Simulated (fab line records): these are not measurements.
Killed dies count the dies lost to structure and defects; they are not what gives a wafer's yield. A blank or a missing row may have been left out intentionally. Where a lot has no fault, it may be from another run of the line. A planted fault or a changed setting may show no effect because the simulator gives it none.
Chamber matching ; flow n5-finfet ; ald-sin-04 running N5_BEOL_M4_ALD_98: 4 sister chambers
The step deposits SiO2, target thk 2.5 nm, pulse time 1 s, co reactant pulse time 1 s. 8 wafers are shown with their chamber, then 7 later ones without.

## WAFERS WITH THEIR CHAMBER
wafer;chamber;heater-power-outer-w (W);heater-power-w (W)
L083.1;0;36;78
L083.5;0;36;80
L083.6;3;35;73
L091.2;2;37;73
L091.5;1;42;86
L091.6;2;36;73
L094.2;3;36;76
L094.4;1;41;84

## WAFERS WITH NO CHAMBER GIVEN
wafer;heater-power-outer-w (W);heater-power-w (W)
L094.5;38;73
L096.2;35;73
L096.4;37;79
L096.6;40;84
L095.4;37;77
L095.5;35;74
L095.6;37;74

## EACH ONE'S CHAMBER
wafer;from the rows above;in truth
L094.5;can't be placed: 2 or 3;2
L096.2;can't be placed: 3 or 2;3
L096.4;0;0
L096.6;1;1
L095.4;can't be placed: 0 or 2 or 3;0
L095.5;can't be placed: 3 or 2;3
L095.6;can't be placed: 2 or 3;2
Correct placement for 2 of the 7. Can't be placed from these rows: 5 (the true chamber is among the candidates in 5). Placed wrongly: 0.
How it was worked out, from the rows above alone: a wafer's distance from a chamber is the root of the sum, over the readings, of the square of ((its reading less the chamber's mean) divided by the reading's scatter). The wafer belongs to the nearest chamber; if the next one is less than 2 further off, it can't be placed. A chamber's mean is the mean of its shown wafers. The scatter: the root of (the sum of the squares of (reading less its chamber's mean) over the shown wafers, divided by (wafers less chambers)).
